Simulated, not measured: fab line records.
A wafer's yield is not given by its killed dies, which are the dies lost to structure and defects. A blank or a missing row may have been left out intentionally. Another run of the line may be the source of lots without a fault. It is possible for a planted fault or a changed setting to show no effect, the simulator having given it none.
Matching of chambers    flow n5Finfet    4 sister chambers for N5_BEOL_M3_VIA_ETCH_34 on rieDiel-05
The step etches the open film in C4F6/O2, target depth 69.4 nm, time 65.9 s. 14 wafers are shown with their chamber, then 7 later ones without.

WAFERS PAIRED WITH THEIR CHAMBERS
wafer   chamber  rfVppV (V)  showerheadPlenumPTorr (Torr)  oes_ar_750_au (a.u.)
L076.1  0        678         2.74                          0.76
L076.4  1        639         2.84                          0.83
L076.6  3        693         2.97                          0.69
L079.2  1        637         2.84                          0.82
L079.3  3        691         2.97                          0.69
L079.6  1        639         2.84                          0.83
L080.1  2        645         2.86                          0.84
L080.3  0        677         2.73                          0.77
L080.6  0        678         2.73                          0.77
L086.1  2        646         2.85                          0.84
L086.3  1        638         2.83                          0.82
L086.5  2        644         2.85                          0.83
L088.1  2        644         2.85                          0.84
L088.3  3        692         2.96                          0.68

SIGNATURES, as means of the wafers listed above
reading                chamber 0  chamber 1  chamber 2  chamber 3  scatter within a chamber
rfVppV                 677.67     638.25     644.75     692.00     0.904
showerheadPlenumPTorr  2.7333     2.8375     2.8525     2.9667     0.00532
oes_ar_750_au          0.7667     0.8250     0.8375     0.6867     0.00555
Rule: a wafer's distance from a chamber is the root of the sum, over the readings, of the square of ((its reading less the chamber's mean) divided by the reading's scatter). If the next closest chamber is less than 2 further off than the closest, the wafer can't be placed; otherwise it belongs to the closest. The scatter: the root of (the sum of the squares of (reading less its chamber's mean) over the shown wafers, divided by (wafers less chambers)).

WAFERS WITH NO CHAMBER GIVEN
wafer   rfVppV (V)  showerheadPlenumPTorr (Torr)  oes_ar_750_au (a.u.)
L088.5  637         2.83                          0.81
L089.1  692         2.96                          0.67
L089.2  644         2.85                          0.83
L089.6  637         2.83                          0.81
L091.1  637         2.83                          0.81
L091.5  690         2.96                          0.67
L091.6  645         2.85                          0.83

THE CHAMBER EACH PASSED THROUGH
wafer   from the rows above  in truth
L088.5  1                    1
L089.1  3                    3
L089.2  2                    2
L089.6  1                    1
L091.1  1                    1
L091.5  3                    3
L091.6  2                    2
Correct placement for 7 of the 7. Left unplaced by these rows: 0. Placed wrongly: 0.
